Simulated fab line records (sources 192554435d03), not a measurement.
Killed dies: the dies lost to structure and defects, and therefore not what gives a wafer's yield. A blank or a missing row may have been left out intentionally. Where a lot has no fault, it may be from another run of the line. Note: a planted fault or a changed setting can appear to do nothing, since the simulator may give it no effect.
Code-filled problem report in 8D (eight disciplines) form ; flow n5_finfet ; the parts of the form that need people (team, actions taken, sign-off) are left out

== 1. PROBLEM STATEMENT ==
Wafers with no fault read 69.6 nm with a standard deviation of 1.1, whereas cd_nm at N5_BEOL_M11_CD_MEAS_28 reads a mean of 75.8 nm on 1 wafer of 1 lot. That is +5.6 standard deviations from the usual mean.
The step: target cd 70 nm.
First seen on wafer L903.4, day 14 12:29, on cd_sem-01. Wafers with a number at this step in the record: 32, from 12 lots. Rule for "out", or "out of limits": more than 4 standard deviations from the usual mean. All remaining wafers that have a number are taken as sound.

== 2. WHAT IT IS, AND WHAT IT ISN'T ==
question;is;is not
which readings at this step;cd_nm;-
which lots;L903;L890, L895, L896, L897, L898, L899, L908, L909, L910, L911, L912
which wafers of those lots;L903.4;L903.1, L903.3
read on which gauges;cd_sem-01;cd_sem-02, cd_sem-03
when;from day 14 12:29;"up to then (18 sound wafers); but 13 sound wafers of L908, L909, L910, L911, L912 came after"

== 3. THE SUSPECTS, EACH WITH WHAT RULES IT OUT ==
Counting: any tool at a process step up to the reading remains a suspect provided it ran every lot that is out. Sound lots after the first of them don't rule it out here, since some wafers of a struck lot are sound.
- the gauge at N5_BEOL_M11_CD_MEAS_28: kept. All the wafers that are out were read on cd_sem-01, and no step on other tools shows them out.
- rie_diel-06 at N5_BEOL_M10_DESCUM_33 (chemistry O2, time 7.9 s): kept. It ran the lot that is out, L903 (day 14 02:25).
- litho_track-01 at N5_BEOL_M11_PEB_26 (peb time 60 s): kept. L903, the lot that is out, went through it at day 14 12:25; up to then, the latest sound lot through it was L895 at day 12 18:05.
- Within rie_diel-06 at N5_BEOL_M10_DESCUM_33: the wafers that are out ran in chamber 2; their sound lot-mates ran in chambers 0, 1.
Left after counting: rie_diel-06 at N5_BEOL_M10_DESCUM_33, litho_track-01 at N5_BEOL_M11_PEB_26, cd_sem-01 at N5_BEOL_M11_CD_MEAS_28.

== 4. THE CAUSE (what the simulator had put in) ==
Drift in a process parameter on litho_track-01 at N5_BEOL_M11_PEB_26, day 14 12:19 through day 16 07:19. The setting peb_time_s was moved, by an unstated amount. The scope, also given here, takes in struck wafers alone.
Of the 3 suspects that counting leaves, this tool is one.

== 5. THE EFFECT CHAIN, in route order ==
Each row: a reading whose mean over the struck wafers that have a number lies more than 3 standard deviations from the usual. Scope: only readings with a usual standard deviation given in the record; hours: median across lots of the time from each lot's start at the first step in this table that gives one to its start at this step; sigmas: change in usual standard deviations.
hours;step;reading;usual;on struck wafers;change;sigmas
0;N5_BEOL_M11_CD_MEAS_28;cd_nm;69.6 nm;75.8;+6.2;+5.6

== 6. WHAT WOULD HAVE CAUGHT IT SOONER ==
In this record the first reading out of limits at a measuring or inspecting step was taken at day 14 12:29, 0 hours after the fault began at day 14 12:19.
By day 14 12:29, every lot that is out (1) had started N5_BEOL_M11_PEB_26 on litho_track-01. Holding the tool at that point would not have protected any of them.
